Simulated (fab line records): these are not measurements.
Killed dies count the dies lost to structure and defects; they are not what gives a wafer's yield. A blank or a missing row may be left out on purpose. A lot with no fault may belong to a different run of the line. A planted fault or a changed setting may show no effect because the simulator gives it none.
Struck lot and sound lot, side by side -- flow n5Finfet -- 23 steps out of a route of 1938
Sound: the wafers L851.1, L851.2, L851.5. Struck: wafers L850.1, L850.3. (L850.2 of the same lot was not struck and is left out.) The cause comes at the end.
Each step with rows lists, per side, the tool, then ch with its chambers, then its first start. Under that, the readings that differ: sound wafers -- struck wafers -- difference of the means -- sigmas: that difference in standard deviations of wafers without a fault.
alike: same words and numbers on both sides, and readings whose means sit less than 2 such deviations apart. not compared: any withheld reading, any reading some wafer has no value for, any bound like >300 that may hide the same value, and any number with overlapping values for which the record gives no deviation.
Wherever a step has rows on one side only, a row that says differs or no value, or a row with sigmas, the two part there. When numbers do not overlap yet have no deviation, they are printed without sigmas and do not part them. A reading missing from all wafers of one side parts the sides only when that side holds two or more wafers.

first, 11 steps without rows for these wafers: N5_BEOL_M6_ETCH_62 (etches SOC in N2/H2, target depth 110 nm, overetch 22 nm, time 165 s); N5_BEOL_M6_STRIP_68 (strips in N2/H2); N5_BEOL_M6_STRIP_67 (strips in CF4); N5_BEOL_M6_HM_OPEN_17 (chemistry Cl2/BCl3, target TiN, target depth 20 nm, overetch 6 nm); N5_BEOL_M6_STRIP_19 (strips in O2); N5_BEOL_M6_COAT_63 (time 60 s, resist thk 60 nm); N5_BEOL_M6_COAT_64 (time 60 s, resist thk 12 nm); N5_BEOL_M6_COAT_71 (time 60 s, resist thk 5 nm); N5_BEOL_M6_COAT_22 (resist thk 30 nm); N5_BEOL_M6_EBR_24; N5_BEOL_M6_SOFTBAKE_23 (time 60 s).
N5_BEOL_M6_EXPOSE_25: exposes mask V5, target cd 40 nm.
  sound on euvScanner-01 ch 0, day 12 00:49; struck on euvScanner-01 ch 0, day 12 04:35
  alike: mask
then, 2 steps without rows for these wafers: N5_BEOL_M6_PEB_26 (peb time 60 s); N5_BEOL_M6_DEVELOP_27 (develop time 30 s).
N5_BEOL_M6_DESCUM_33: chemistry O2, time 7 s.
  sound on rieDiel-01 ch 0,1,2, day 12 01:04; struck on rieDiel-06 ch 1,2, day 12 04:52
reading,sound,struck,difference,sigmas
drypumpMotorCurrentA (A),5.0 4.9 5.3,5.9 6.3,+1.0,+2
model.BEOL_M6.cdNm (nm),40.2 40 40.2,40.4 40.4,+0.3,
  alike: oesProductAu, rfVppV, showerheadPlenumPTorr, throttleValvePct
  not compared: rfHoursCounterH
then, 5 steps without rows for these wafers: N5_BEOL_M6_ETCH_72 (etches underlayer in N2/H2, target depth 6.5 nm, time 5.2 s); N5_BEOL_M6_ETCH_65 (etches SiARC in CF4, target depth 15.6 nm, time 26 s); N5_BEOL_M6_ETCH_66 (etches SOC in N2/H2, target depth 80 nm, overetch 16 nm, time 120 s); N5_BEOL_M6_STRIP_69 (strips in N2/H2); N5_BEOL_M6_STRIP_73 (strips in N2/H2).
N5_BEOL_M6_VIA_ETCH_34: etches SiCOH lowk in C4F6/O2, target depth 126.3 nm, time 50.9 s.
  sound on rieDiel-01 ch 0,1,2, day 12 01:15; struck on rieDiel-06 ch 1,2, day 12 05:03
reading,sound,struck,difference,sigmas
drypumpMotorCurrentA (A),5.0 4.9 5.3,5.9 6.3,+1.0,+2
  alike: oesProductAu, rfVppV, showerheadPlenumPTorr, throttleValvePct
  not compared: rfHoursCounterH, model.BEOL_M6.cdNm
then, 1 step without rows for these wafers: N5_BEOL_M6_STRIP_76 (strips in C4F6/O2).
-- record jumps: 4 days separate the struck wafers' starts on either side; left off in module BEOL_M6, taken up again in module PASSIVATION, whose first shown step is the route's number 1936 --
N5_PASSIVATION_PROBE_49:
  record: rows for the struck wafers here (prober-02, day 15 23:55), none for the sound ones

## WHERE THEY PART
Last at N5_PASSIVATION_PROBE_49 as far as this record goes, first at N5_BEOL_M6_DESCUM_33.

WHY: whatever the simulator had introduced
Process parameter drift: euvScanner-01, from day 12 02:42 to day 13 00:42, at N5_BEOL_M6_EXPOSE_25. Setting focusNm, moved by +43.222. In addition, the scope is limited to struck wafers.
